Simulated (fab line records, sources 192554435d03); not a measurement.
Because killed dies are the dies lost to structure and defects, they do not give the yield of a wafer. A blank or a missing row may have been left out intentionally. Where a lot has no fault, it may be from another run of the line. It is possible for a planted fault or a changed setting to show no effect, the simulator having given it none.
fab line records || flow n5-finfet
record: {"lots": 7, "wafers": 39}
route steps=1938 shown FIN_SAQP@120 STI_FIN_REVEAL@190 HKMG_FIN@389 GATE_CUT@466 BEOL_M4@1111
start-h: start of the lot's first displayed wafer, in hours after the record's first day || wait-h: hours since the lot's step before || " unchanged from the row above || L1.1+2: a single row standing in for several wafers || - no value present, or no start provided || * or withheld: withheld || < > ~ a bound
route shown NAME@n: NAME is a module with steps in the file, n the number in the route of the first one || usual: the fault-free wafers' mean and standard deviation || same: alike in all rows || chamber/n: place in a boat || sites: per-site readings || _std_site: how widely they spread, as a standard deviation || _edge_site: inner sites' mean taken away from outer sites' mean || radius-mm: how far each site lies from the wafer's centre || mask NAME#n: copy n || behind: the most recent tool/chamber to have shaped the wafer || hold: reason for holding the lot/hours on hold/outcome of the hold || device: whichever transistor did not switch (one of n, p or np) || end of line: at the end of the route, the tests of the same wafers || a step given without rows: its recipe and nothing more || killed: the dies lost at the first sort to structure and to defects; this is not the yield of the wafer || map: shows each die of a wafer: x if killed, . if not, _ if none is there
set.NAME: the setting as run; set.NAME@STEP: as run at that earlier step || model.NAME: the simulator's own value behind a step, which no gauge read
lots with deliberately changed settings; one table per step, one row per wafer
== steps ==
step: N5_FIN_SAQP_MANDREL_ETCH_22
recipe: {"target-depth-a": 600, "chemistry": "HBr/Cl2", "target": "a-Si", "stop-on": "SiNx", "bt-time-s": 10, "over-etch-frac": 0.5, "time-s": 30, "pressure-mtorr": 10, "icp-w": 800, "bias-w": 75, "HBr_flow_sccm": 150, "Cl2_flow_sccm": 80, "ends": "end-point"}
step: N5_STI_FIN_REVEAL_ETCHBACK_08
recipe: {"chemistry": "C4F6/O2", "target": "SiO2", "target-depth-a": 305, "time-s": 10.167, "ion-energy-ev": 250, "pressure-mtorr": 30, "source-w": 345, "bias-w": 185, "Ar_flow_sccm": 300, "C4F6_flow_sccm": 10, "O2_flow_sccm": 10}
step: N5_HKMG_FIN_ALD_75
recipe: {"material": "Al2O3", "target-thk-a": 10, "temp-c": 150, "ald-precursor-family": "TMA", "ald-co-reactant": "H2O", "pulse-time-s": "withheld", "co-reactant-pulse-time-s": 1}
step: N5_HKMG_FIN_ETCH_35
recipe: {"chemistry": "N2/H2", "target": "SOC", "target-depth-a": 2158, "ion-energy-ev": 65, "bias-w": 5, "source-w": 3000, "time-s": 243.4, "pressure-mtorr": 30, "n2-flow-sccm": 200, "h2-flow-sccm": 200}
step: N5_HKMG_FIN_ALD_71
recipe: {"material": "TiN", "target-thk-a": 10, "temp-c": 400, "ald-precursor-family": "TiCl4", "ald-co-reactant": "NH3", "pulse-time-s": 1, "purge-time-s": 3, "co-reactant-purge-time-s": 2, "co-reactant-pulse-time-s": 2, "ald-cycles": 47, "pressure-torr": 3}
step: N5_GATE_CUT_ETCH_56
recipe: {"chemistry": "Cl2/Ar", "target": "TiN", "target-depth-a": 216, "pressure-mtorr": 10, "icp-w": 600, "bias-w": 60, "Cl2_flow_sccm": 40, "Ar_flow_sccm": 60}
step: N5_GATE_CUT_ETCH_37
recipe: {"chemistry": "N2/H2", "target": "SOC", "target-depth-a": 600, "overetch-a": 120, "mask-material": "SiARC", "temp-c": 40, "time-s": 90, "ion-energy-ev": 200, "pressure-mtorr": 30, "source-w": 840, "bias-w": 150, "n2-flow-sccm": 200, "h2-flow-sccm": 200}
step: N5_BEOL_M4_RC_MEAS_101
usual: {"ION_P": "466/6.3"}
{"lot.wafer": "L074.1", "tool": "prober-02", "chamber": 0, "start-h": 183.65, "wait-h": 0.2, "set.icp-w@FIN_SAQP_MANDREL_ETCH_22": 800, "set.time-s@STI_FIN_REVEAL_ETCHBACK_08": 9.628, "set.target-thk-a@HKMG_FIN_ALD_75": 10, "set.time-s@HKMG_FIN_ETCH_35": 217.9, "set.ald-cycles@HKMG_FIN_ALD_71": 39, "set.target-depth-a@GATE_CUT_ETCH_56": 196.1, "set.bias-w@GATE_CUT_ETCH_37": 126.2, "ION_P[uA/um]": 452}
{"lot.wafer": "L074.2", "tool": "prober-02", "chamber": 0, "start-h": 183.65, "wait-h": 0.2, "set.icp-w@FIN_SAQP_MANDREL_ETCH_22": 800, "set.time-s@STI_FIN_REVEAL_ETCHBACK_08": 10.167, "set.target-thk-a@HKMG_FIN_ALD_75": 10, "set.time-s@HKMG_FIN_ETCH_35": 243.4, "set.ald-cycles@HKMG_FIN_ALD_71": 39, "set.target-depth-a@GATE_CUT_ETCH_56": 196.1, "set.bias-w@GATE_CUT_ETCH_37": 126.2, "ION_P[uA/um]": 464}
{"lot.wafer": "L074.3", "tool": "prober-02", "chamber": 0, "start-h": 183.65, "wait-h": 0.2, "set.icp-w@FIN_SAQP_MANDREL_ETCH_22": 800, "set.time-s@STI_FIN_REVEAL_ETCHBACK_08": 9.628, "set.target-thk-a@HKMG_FIN_ALD_75": 10, "set.time-s@HKMG_FIN_ETCH_35": 243.4, "set.ald-cycles@HKMG_FIN_ALD_71": 47, "set.target-depth-a@GATE_CUT_ETCH_56": 216, "set.bias-w@GATE_CUT_ETCH_37": 150, "ION_P[uA/um]": 455}
{"lot.wafer": "L074.4", "tool": "prober-02", "chamber": 0, "start-h": 183.65, "wait-h": 0.2, "set.icp-w@FIN_SAQP_MANDREL_ETCH_22": 743.3, "set.time-s@STI_FIN_REVEAL_ETCHBACK_08": 9.628, "set.target-thk-a@HKMG_FIN_ALD_75": 10, "set.time-s@HKMG_FIN_ETCH_35": 243.4, "set.ald-cycles@HKMG_FIN_ALD_71": 47, "set.target-depth-a@GATE_CUT_ETCH_56": 196.1, "set.bias-w@GATE_CUT_ETCH_37": 150, "ION_P[uA/um]": 457}
{"lot.wafer": "L074.5", "tool": "prober-02", "chamber": 0, "start-h": 183.65, "wait-h": 0.2, "set.icp-w@FIN_SAQP_MANDREL_ETCH_22": 743.3, "set.time-s@STI_FIN_REVEAL_ETCHBACK_08": 10.167, "set.target-thk-a@HKMG_FIN_ALD_75": 10, "set.time-s@HKMG_FIN_ETCH_35": 217.9, "set.ald-cycles@HKMG_FIN_ALD_71": 39, "set.target-depth-a@GATE_CUT_ETCH_56": 216, "set.bias-w@GATE_CUT_ETCH_37": 150, "ION_P[uA/um]": 461}
{"lot.wafer": "L074.6", "tool": "prober-02", "chamber": 0, "start-h": 183.65, "wait-h": 0.2, "set.icp-w@FIN_SAQP_MANDREL_ETCH_22": 743.3, "set.time-s@STI_FIN_REVEAL_ETCHBACK_08": 10.167, "set.target-thk-a@HKMG_FIN_ALD_75": 10, "set.time-s@HKMG_FIN_ETCH_35": 217.9, "set.ald-cycles@HKMG_FIN_ALD_71": 47, "set.target-depth-a@GATE_CUT_ETCH_56": 216, "set.bias-w@GATE_CUT_ETCH_37": 126.2, "ION_P[uA/um]": 463}
{"lot.wafer": "L081.1", "tool": "prober-02", "chamber": 0, "start-h": 254.83, "wait-h": 0.0, "set.icp-w@FIN_SAQP_MANDREL_ETCH_22": 929.6, "set.time-s@STI_FIN_REVEAL_ETCHBACK_08": 10.167, "set.target-thk-a@HKMG_FIN_ALD_75": 10, "set.time-s@HKMG_FIN_ETCH_35": 243.4, "set.ald-cycles@HKMG_FIN_ALD_71": 47, "set.target-depth-a@GATE_CUT_ETCH_56": 216, "set.bias-w@GATE_CUT_ETCH_37": 150, "ION_P[uA/um]": 459}
{"lot.wafer": "L081.2", "tool": "prober-02", "chamber": 0, "start-h": 254.83, "wait-h": 0.0, "set.icp-w@FIN_SAQP_MANDREL_ETCH_22": 800, "set.time-s@STI_FIN_REVEAL_ETCHBACK_08": 10.167, "set.target-thk-a@HKMG_FIN_ALD_75": 10, "set.time-s@HKMG_FIN_ETCH_35": 289.7, "set.ald-cycles@HKMG_FIN_ALD_71": 47, "set.target-depth-a@GATE_CUT_ETCH_56": 216, "set.bias-w@GATE_CUT_ETCH_37": 150, "ION_P[uA/um]": 458}
{"lot.wafer": "L081.3", "tool": "prober-02", "chamber": 0, "start-h": 254.83, "wait-h": 0.0, "set.icp-w@FIN_SAQP_MANDREL_ETCH_22": 929.6, "set.time-s@STI_FIN_REVEAL_ETCHBACK_08": 10.43, "set.target-thk-a@HKMG_FIN_ALD_75": 10, "set.time-s@HKMG_FIN_ETCH_35": 289.7, "set.ald-cycles@HKMG_FIN_ALD_71": 47, "set.target-depth-a@GATE_CUT_ETCH_56": 197.8, "set.bias-w@GATE_CUT_ETCH_37": 150, "ION_P[uA/um]": 460}
{"lot.wafer": "L081.4", "tool": "prober-02", "chamber": 0, "start-h": 254.83, "wait-h": 0.0, "set.icp-w@FIN_SAQP_MANDREL_ETCH_22": 800, "set.time-s@STI_FIN_REVEAL_ETCHBACK_08": 10.167, "set.target-thk-a@HKMG_FIN_ALD_75": 10, "set.time-s@HKMG_FIN_ETCH_35": 289.7, "set.ald-cycles@HKMG_FIN_ALD_71": 49, "set.target-depth-a@GATE_CUT_ETCH_56": 197.8, "set.bias-w@GATE_CUT_ETCH_37": 150, "ION_P[uA/um]": 454}
{"lot.wafer": "L081.5", "tool": "prober-02", "chamber": 0, "start-h": 254.83, "wait-h": 0.0, "set.icp-w@FIN_SAQP_MANDREL_ETCH_22": 800, "set.time-s@STI_FIN_REVEAL_ETCHBACK_08": 10.43, "set.target-thk-a@HKMG_FIN_ALD_75": 10, "set.time-s@HKMG_FIN_ETCH_35": 243.4, "set.ald-cycles@HKMG_FIN_ALD_71": 49, "set.target-depth-a@GATE_CUT_ETCH_56": 197.8, "set.bias-w@GATE_CUT_ETCH_37": 150, "ION_P[uA/um]": 471}
{"lot.wafer": "L081.6", "tool": "prober-02", "chamber": 0, "start-h": 254.83, "wait-h": 0.0, "set.icp-w@FIN_SAQP_MANDREL_ETCH_22": 929.6, "set.time-s@STI_FIN_REVEAL_ETCHBACK_08": 10.43, "set.target-thk-a@HKMG_FIN_ALD_75": 10, "set.time-s@HKMG_FIN_ETCH_35": 243.4, "set.ald-cycles@HKMG_FIN_ALD_71": 49, "set.target-depth-a@GATE_CUT_ETCH_56": 216, "set.bias-w@GATE_CUT_ETCH_37": 150, "ION_P[uA/um]": 465}
{"lot.wafer": "L089.1", "tool": "prober-02", "chamber": 0, "start-h": 312.30, "wait-h": 0.0, "set.icp-w@FIN_SAQP_MANDREL_ETCH_22": 865.7, "set.time-s@STI_FIN_REVEAL_ETCHBACK_08": 10.167, "set.target-thk-a@HKMG_FIN_ALD_75": 11.14, "set.time-s@HKMG_FIN_ETCH_35": 262.4, "set.ald-cycles@HKMG_FIN_ALD_71": 47, "set.target-depth-a@GATE_CUT_ETCH_56": 216, "set.bias-w@GATE_CUT_ETCH_37": 150, "ION_P[uA/um]": 463}
{"lot.wafer": "L089.2", "tool": "prober-02", "chamber": 0, "start-h": 312.30, "wait-h": 0.0, "set.icp-w@FIN_SAQP_MANDREL_ETCH_22": 800, "set.time-s@STI_FIN_REVEAL_ETCHBACK_08": 9.899, "set.target-thk-a@HKMG_FIN_ALD_75": 11.14, "set.time-s@HKMG_FIN_ETCH_35": 243.4, "set.ald-cycles@HKMG_FIN_ALD_71": 49, "set.target-depth-a@GATE_CUT_ETCH_56": 216, "set.bias-w@GATE_CUT_ETCH_37": 150, "ION_P[uA/um]": 453}
{"lot.wafer": "L089.3", "tool": "prober-02", "chamber": 0, "start-h": 312.30, "wait-h": 0.0, "set.icp-w@FIN_SAQP_MANDREL_ETCH_22": 800, "set.time-s@STI_FIN_REVEAL_ETCHBACK_08": 10.167, "set.target-thk-a@HKMG_FIN_ALD_75": 10, "set.time-s@HKMG_FIN_ETCH_35": 243.4, "set.ald-cycles@HKMG_FIN_ALD_71": 47, "set.target-depth-a@GATE_CUT_ETCH_56": 238, "set.bias-w@GATE_CUT_ETCH_37": 150, "ION_P[uA/um]": 454}
{"lot.wafer": "L089.4", "tool": "prober-02", "chamber": 0, "start-h": 312.30, "wait-h": 0.0, "set.icp-w@FIN_SAQP_MANDREL_ETCH_22": 800, "set.time-s@STI_FIN_REVEAL_ETCHBACK_08": 9.899, "set.target-thk-a@HKMG_FIN_ALD_75": 10, "set.time-s@HKMG_FIN_ETCH_35": 262.4, "set.ald-cycles@HKMG_FIN_ALD_71": 47, "set.target-depth-a@GATE_CUT_ETCH_56": 238, "set.bias-w@GATE_CUT_ETCH_37": 160.5, "ION_P[uA/um]": 454}
{"lot.wafer": "L089.5", "tool": "prober-02", "chamber": 0, "start-h": 312.30, "wait-h": 0.0, "set.icp-w@FIN_SAQP_MANDREL_ETCH_22": 865.7, "set.time-s@STI_FIN_REVEAL_ETCHBACK_08": 10.167, "set.target-thk-a@HKMG_FIN_ALD_75": 10, "set.time-s@HKMG_FIN_ETCH_35": 243.4, "set.ald-cycles@HKMG_FIN_ALD_71": 49, "set.target-depth-a@GATE_CUT_ETCH_56": 216, "set.bias-w@GATE_CUT_ETCH_37": 160.5, "ION_P[uA/um]": 463}
{"lot.wafer": "L089.6", "tool": "prober-02", "chamber": 0, "start-h": 312.30, "wait-h": 0.0, "set.icp-w@FIN_SAQP_MANDREL_ETCH_22": 865.7, "set.time-s@STI_FIN_REVEAL_ETCHBACK_08": 9.899, "set.target-thk-a@HKMG_FIN_ALD_75": 11.14, "set.time-s@HKMG_FIN_ETCH_35": 262.4, "set.ald-cycles@HKMG_FIN_ALD_71": 49, "set.target-depth-a@GATE_CUT_ETCH_56": 238, "set.bias-w@GATE_CUT_ETCH_37": 160.5, "ION_P[uA/um]": 455}
{"lot.wafer": "L090.2", "tool": "prober-02", "chamber": 0, "start-h": 320.44, "wait-h": 0.2, "set.icp-w@FIN_SAQP_MANDREL_ETCH_22": 800, "set.time-s@STI_FIN_REVEAL_ETCHBACK_08": 10.167, "set.target-thk-a@HKMG_FIN_ALD_75": 10, "set.time-s@HKMG_FIN_ETCH_35": 243.4, "set.ald-cycles@HKMG_FIN_ALD_71": 47, "set.target-depth-a@GATE_CUT_ETCH_56": 216, "set.bias-w@GATE_CUT_ETCH_37": 150, "ION_P[uA/um]": 470}
{"lot.wafer": "L090.4", "tool": "prober-02", "chamber": 0, "start-h": 320.44, "wait-h": 0.2, "set.icp-w@FIN_SAQP_MANDREL_ETCH_22": 800, "set.time-s@STI_FIN_REVEAL_ETCHBACK_08": 10.167, "set.target-thk-a@HKMG_FIN_ALD_75": 10, "set.time-s@HKMG_FIN_ETCH_35": 243.4, "set.ald-cycles@HKMG_FIN_ALD_71": 47, "set.target-depth-a@GATE_CUT_ETCH_56": 216, "set.bias-w@GATE_CUT_ETCH_37": 150, "ION_P[uA/um]": 474}
{"lot.wafer": "L090.6", "tool": "prober-02", "chamber": 0, "start-h": 320.44, "wait-h": 0.2, "set.icp-w@FIN_SAQP_MANDREL_ETCH_22": 800, "set.time-s@STI_FIN_REVEAL_ETCHBACK_08": 10.167, "set.target-thk-a@HKMG_FIN_ALD_75": 10, "set.time-s@HKMG_FIN_ETCH_35": 243.4, "set.ald-cycles@HKMG_FIN_ALD_71": 47, "set.target-depth-a@GATE_CUT_ETCH_56": 216, "set.bias-w@GATE_CUT_ETCH_37": 150, "ION_P[uA/um]": 466}
{"lot.wafer": "L092.1", "tool": "prober-01", "chamber": 0, "start-h": 323.73, "wait-h": 0.0, "set.icp-w@FIN_SAQP_MANDREL_ETCH_22": 800, "set.time-s@STI_FIN_REVEAL_ETCHBACK_08": 10.167, "set.target-thk-a@HKMG_FIN_ALD_75": 10, "set.time-s@HKMG_FIN_ETCH_35": 243.4, "set.ald-cycles@HKMG_FIN_ALD_71": 47, "set.target-depth-a@GATE_CUT_ETCH_56": 216, "set.bias-w@GATE_CUT_ETCH_37": 150, "ION_P[uA/um]": 471}
{"lot.wafer": "L092.2", "tool": "prober-01", "chamber": 0, "start-h": 323.73, "wait-h": 0.0, "set.icp-w@FIN_SAQP_MANDREL_ETCH_22": 800, "set.time-s@STI_FIN_REVEAL_ETCHBACK_08": 10.44, "set.target-thk-a@HKMG_FIN_ALD_75": 10, "set.time-s@HKMG_FIN_ETCH_35": 243.4, "set.ald-cycles@HKMG_FIN_ALD_71": 51, "set.target-depth-a@GATE_CUT_ETCH_56": 216, "set.bias-w@GATE_CUT_ETCH_37": 142, "ION_P[uA/um]": 470}
{"lot.wafer": "L092.3", "tool": "prober-01", "chamber": 0, "start-h": 323.73, "wait-h": 0.0, "set.icp-w@FIN_SAQP_MANDREL_ETCH_22": 862.6, "set.time-s@STI_FIN_REVEAL_ETCHBACK_08": 10.44, "set.target-thk-a@HKMG_FIN_ALD_75": 10, "set.time-s@HKMG_FIN_ETCH_35": 243.4, "set.ald-cycles@HKMG_FIN_ALD_71": 51, "set.target-depth-a@GATE_CUT_ETCH_56": 216, "set.bias-w@GATE_CUT_ETCH_37": 150, "ION_P[uA/um]": 484}
{"lot.wafer": "L092.4", "tool": "prober-01", "chamber": 0, "start-h": 323.73, "wait-h": 0.0, "set.icp-w@FIN_SAQP_MANDREL_ETCH_22": 862.6, "set.time-s@STI_FIN_REVEAL_ETCHBACK_08": 10.44, "set.target-thk-a@HKMG_FIN_ALD_75": 10, "set.time-s@HKMG_FIN_ETCH_35": 243.4, "set.ald-cycles@HKMG_FIN_ALD_71": 47, "set.target-depth-a@GATE_CUT_ETCH_56": 225.6, "set.bias-w@GATE_CUT_ETCH_37": 142, "ION_P[uA/um]": 481}
{"lot.wafer": "L092.5", "tool": "prober-01", "chamber": 0, "start-h": 323.73, "wait-h": 0.0, "set.icp-w@FIN_SAQP_MANDREL_ETCH_22": 800, "set.time-s@STI_FIN_REVEAL_ETCHBACK_08": 10.167, "set.target-thk-a@HKMG_FIN_ALD_75": 10, "set.time-s@HKMG_FIN_ETCH_35": 243.4, "set.ald-cycles@HKMG_FIN_ALD_71": 47, "set.target-depth-a@GATE_CUT_ETCH_56": 225.6, "set.bias-w@GATE_CUT_ETCH_37": 150, "ION_P[uA/um]": 465}
{"lot.wafer": "L092.6", "tool": "prober-01", "chamber": 0, "start-h": 323.73, "wait-h": 0.0, "set.icp-w@FIN_SAQP_MANDREL_ETCH_22": 862.6, "set.time-s@STI_FIN_REVEAL_ETCHBACK_08": 10.167, "set.target-thk-a@HKMG_FIN_ALD_75": 10, "set.time-s@HKMG_FIN_ETCH_35": 243.4, "set.ald-cycles@HKMG_FIN_ALD_71": 51, "set.target-depth-a@GATE_CUT_ETCH_56": 225.6, "set.bias-w@GATE_CUT_ETCH_37": 142, "ION_P[uA/um]": 463}
{"lot.wafer": "L093.1", "tool": "prober-02", "chamber": 0, "start-h": 324.15, "wait-h": 0.0, "set.icp-w@FIN_SAQP_MANDREL_ETCH_22": 800, "set.time-s@STI_FIN_REVEAL_ETCHBACK_08": 9.618, "set.target-thk-a@HKMG_FIN_ALD_75": 10, "set.time-s@HKMG_FIN_ETCH_35": 243.4, "set.ald-cycles@HKMG_FIN_ALD_71": 41, "set.target-depth-a@GATE_CUT_ETCH_56": 216, "set.bias-w@GATE_CUT_ETCH_37": 150, "ION_P[uA/um]": 463}
{"lot.wafer": "L093.2", "tool": "prober-02", "chamber": 0, "start-h": 324.15, "wait-h": 0.0, "set.icp-w@FIN_SAQP_MANDREL_ETCH_22": 800, "set.time-s@STI_FIN_REVEAL_ETCHBACK_08": 10.167, "set.target-thk-a@HKMG_FIN_ALD_75": 10, "set.time-s@HKMG_FIN_ETCH_35": 259.9, "set.ald-cycles@HKMG_FIN_ALD_71": 41, "set.target-depth-a@GATE_CUT_ETCH_56": 216, "set.bias-w@GATE_CUT_ETCH_37": 135.5, "ION_P[uA/um]": 473}
{"lot.wafer": "L093.3", "tool": "prober-02", "chamber": 0, "start-h": 324.15, "wait-h": 0.0, "set.icp-w@FIN_SAQP_MANDREL_ETCH_22": 800, "set.time-s@STI_FIN_REVEAL_ETCHBACK_08": 10.167, "set.target-thk-a@HKMG_FIN_ALD_75": 9.526, "set.time-s@HKMG_FIN_ETCH_35": 259.9, "set.ald-cycles@HKMG_FIN_ALD_71": 47, "set.target-depth-a@GATE_CUT_ETCH_56": 216, "set.bias-w@GATE_CUT_ETCH_37": 135.5, "ION_P[uA/um]": 471}
{"lot.wafer": "L093.4", "tool": "prober-02", "chamber": 0, "start-h": 324.15, "wait-h": 0.0, "set.icp-w@FIN_SAQP_MANDREL_ETCH_22": 800, "set.time-s@STI_FIN_REVEAL_ETCHBACK_08": 10.167, "set.target-thk-a@HKMG_FIN_ALD_75": 10, "set.time-s@HKMG_FIN_ETCH_35": 243.4, "set.ald-cycles@HKMG_FIN_ALD_71": 47, "set.target-depth-a@GATE_CUT_ETCH_56": 216, "set.bias-w@GATE_CUT_ETCH_37": 150, "ION_P[uA/um]": 476}
{"lot.wafer": "L093.5", "tool": "prober-02", "chamber": 0, "start-h": 324.15, "wait-h": 0.0, "set.icp-w@FIN_SAQP_MANDREL_ETCH_22": 800, "set.time-s@STI_FIN_REVEAL_ETCHBACK_08": 9.618, "set.target-thk-a@HKMG_FIN_ALD_75": 9.526, "set.time-s@HKMG_FIN_ETCH_35": 243.4, "set.ald-cycles@HKMG_FIN_ALD_71": 47, "set.target-depth-a@GATE_CUT_ETCH_56": 216, "set.bias-w@GATE_CUT_ETCH_37": 135.5, "ION_P[uA/um]": 466}
{"lot.wafer": "L093.6", "tool": "prober-02", "chamber": 0, "start-h": 324.15, "wait-h": 0.0, "set.icp-w@FIN_SAQP_MANDREL_ETCH_22": 800, "set.time-s@STI_FIN_REVEAL_ETCHBACK_08": 9.618, "set.target-thk-a@HKMG_FIN_ALD_75": 9.526, "set.time-s@HKMG_FIN_ETCH_35": 259.9, "set.ald-cycles@HKMG_FIN_ALD_71": 41, "set.target-depth-a@GATE_CUT_ETCH_56": 216, "set.bias-w@GATE_CUT_ETCH_37": 150, "ION_P[uA/um]": 470}
{"lot.wafer": "L095.1", "tool": "prober-02", "chamber": 0, "start-h": 361.53, "wait-h": 0.0, "set.icp-w@FIN_SAQP_MANDREL_ETCH_22": 800, "set.time-s@STI_FIN_REVEAL_ETCHBACK_08": 10.167, "set.target-thk-a@HKMG_FIN_ALD_75": 10.62, "set.time-s@HKMG_FIN_ETCH_35": 243.4, "set.ald-cycles@HKMG_FIN_ALD_71": 51, "set.target-depth-a@GATE_CUT_ETCH_56": 216, "set.bias-w@GATE_CUT_ETCH_37": 150, "ION_P[uA/um]": 461}
{"lot.wafer": "L095.2", "tool": "prober-02", "chamber": 0, "start-h": 361.53, "wait-h": 0.0, "set.icp-w@FIN_SAQP_MANDREL_ETCH_22": 800, "set.time-s@STI_FIN_REVEAL_ETCHBACK_08": 9.801, "set.target-thk-a@HKMG_FIN_ALD_75": 10.62, "set.time-s@HKMG_FIN_ETCH_35": 243.4, "set.ald-cycles@HKMG_FIN_ALD_71": 47, "set.target-depth-a@GATE_CUT_ETCH_56": 228.1, "set.bias-w@GATE_CUT_ETCH_37": 150, "ION_P[uA/um]": 454}
{"lot.wafer": "L095.3", "tool": "prober-02", "chamber": 0, "start-h": 361.53, "wait-h": 0.0, "set.icp-w@FIN_SAQP_MANDREL_ETCH_22": 800, "set.time-s@STI_FIN_REVEAL_ETCHBACK_08": 9.801, "set.target-thk-a@HKMG_FIN_ALD_75": 10, "set.time-s@HKMG_FIN_ETCH_35": 290.9, "set.ald-cycles@HKMG_FIN_ALD_71": 51, "set.target-depth-a@GATE_CUT_ETCH_56": 228.1, "set.bias-w@GATE_CUT_ETCH_37": 150, "ION_P[uA/um]": 448}
{"lot.wafer": "L095.4", "tool": "prober-02", "chamber": 0, "start-h": 361.53, "wait-h": 0.0, "set.icp-w@FIN_SAQP_MANDREL_ETCH_22": 901.8, "set.time-s@STI_FIN_REVEAL_ETCHBACK_08": 10.167, "set.target-thk-a@HKMG_FIN_ALD_75": 10, "set.time-s@HKMG_FIN_ETCH_35": 290.9, "set.ald-cycles@HKMG_FIN_ALD_71": 47, "set.target-depth-a@GATE_CUT_ETCH_56": 228.1, "set.bias-w@GATE_CUT_ETCH_37": 129.1, "ION_P[uA/um]": 459}
{"lot.wafer": "L095.5", "tool": "prober-02", "chamber": 0, "start-h": 361.53, "wait-h": 0.0, "set.icp-w@FIN_SAQP_MANDREL_ETCH_22": 901.8, "set.time-s@STI_FIN_REVEAL_ETCHBACK_08": 9.801, "set.target-thk-a@HKMG_FIN_ALD_75": 10, "set.time-s@HKMG_FIN_ETCH_35": 243.4, "set.ald-cycles@HKMG_FIN_ALD_71": 47, "set.target-depth-a@GATE_CUT_ETCH_56": 216, "set.bias-w@GATE_CUT_ETCH_37": 129.1, "ION_P[uA/um]": 455}
{"lot.wafer": "L095.6", "tool": "prober-02", "chamber": 0, "start-h": 361.53, "wait-h": 0.0, "set.icp-w@FIN_SAQP_MANDREL_ETCH_22": 901.8, "set.time-s@STI_FIN_REVEAL_ETCHBACK_08": 10.167, "set.target-thk-a@HKMG_FIN_ALD_75": 10.62, "set.time-s@HKMG_FIN_ETCH_35": 290.9, "set.ald-cycles@HKMG_FIN_ALD_71": 51, "set.target-depth-a@GATE_CUT_ETCH_56": 216, "set.bias-w@GATE_CUT_ETCH_37": 129.1, "ION_P[uA/um]": 465}
== key ==
split: {"step": "N5_FIN_SAQP_MANDREL_ETCH_22", "setting": "icp-w", "stated-as": 800}
response none clear
split: {"step": "N5_STI_FIN_REVEAL_ETCHBACK_08", "setting": "time-s", "stated-as": 10.167}
response: {"step": "N5_BEOL_M4_RC_MEAS_101", "reading": "ION_P", "slope": "+2.06", "per": "1%", "together-with": "all", "explained": 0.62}
split: {"step": "N5_HKMG_FIN_ALD_75", "setting": "target-thk-a", "stated-as": 10}
response none clear
split: {"step": "N5_HKMG_FIN_ETCH_35", "setting": "time-s", "stated-as": 243.4}
response none clear
split: {"step": "N5_HKMG_FIN_ALD_71", "setting": "ald-cycles", "stated-as": 47}
response none clear
split: {"step": "N5_GATE_CUT_ETCH_56", "setting": "target-depth-a", "stated-as": 216}
response none clear
split: {"step": "N5_GATE_CUT_ETCH_37", "setting": "bias-w", "stated-as": 150}
response none clear
